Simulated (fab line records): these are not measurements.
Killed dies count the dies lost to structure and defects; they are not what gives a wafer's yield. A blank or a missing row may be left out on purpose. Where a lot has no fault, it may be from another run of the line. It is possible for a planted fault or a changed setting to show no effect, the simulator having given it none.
Chamber matching + flow n5 finfet + 3 sister chambers for N5_GATE_CUT_PECVD_57 on pecvd-01
The step deposits SiNx from SiH4/NH3/N2, target thk 21 nm. 3 wafers are shown with their chamber, then 9 later ones without.

## WAFERS, EACH WITH ITS CHAMBER
| wafer  | chamber | throttle valve pct (%) |
|--------|---------|------------------------|
| L091.4 | 2       | 39.5                   |
| L092.5 | 1       | 45.3                   |
| L092.6 | 0       | 42.1                   |

## WAFERS WHOSE CHAMBER IS MISSING
| wafer  | throttle valve pct (%) |
|--------|------------------------|
| L093.4 | 45.0                   |
| L093.5 | 42.1                   |
| L093.6 | 44.9                   |
| L095.1 | 45.0                   |
| L095.3 | 39.4                   |
| L095.6 | 39.3                   |
| L097.1 | 42.3                   |
| L097.4 | 45.0                   |
| L097.6 | 39.1                   |

## EACH ONE'S CHAMBER
| wafer  | from the rows above | in truth |
|--------|---------------------|----------|
| L093.4 | 1                   | 1        |
| L093.5 | 0                   | 0        |
| L093.6 | 1                   | 1        |
| L095.1 | 1                   | 1        |
| L095.3 | 2                   | 2        |
| L095.6 | 2                   | 2        |
| L097.1 | 0                   | 0        |
| L097.4 | 1                   | 1        |
| L097.6 | 2                   | 2        |
Correct placement for 9 of the 9. Number that these rows cannot place: 0. 0 placed wrongly.
How it was worked out, from the rows above alone: a wafer's distance from a chamber is the root of the sum, over the readings, of the square of ((its reading less the chamber's mean) divided by the reading's scatter). The wafer belongs to the nearest chamber; if the next one is less than 2 further off, it can't be placed. The mean given for a chamber averages the wafers shown for that chamber. The scatter: root of mean squared gap, hidden wafer to nearest shown wafer, with one shown wafer a chamber.
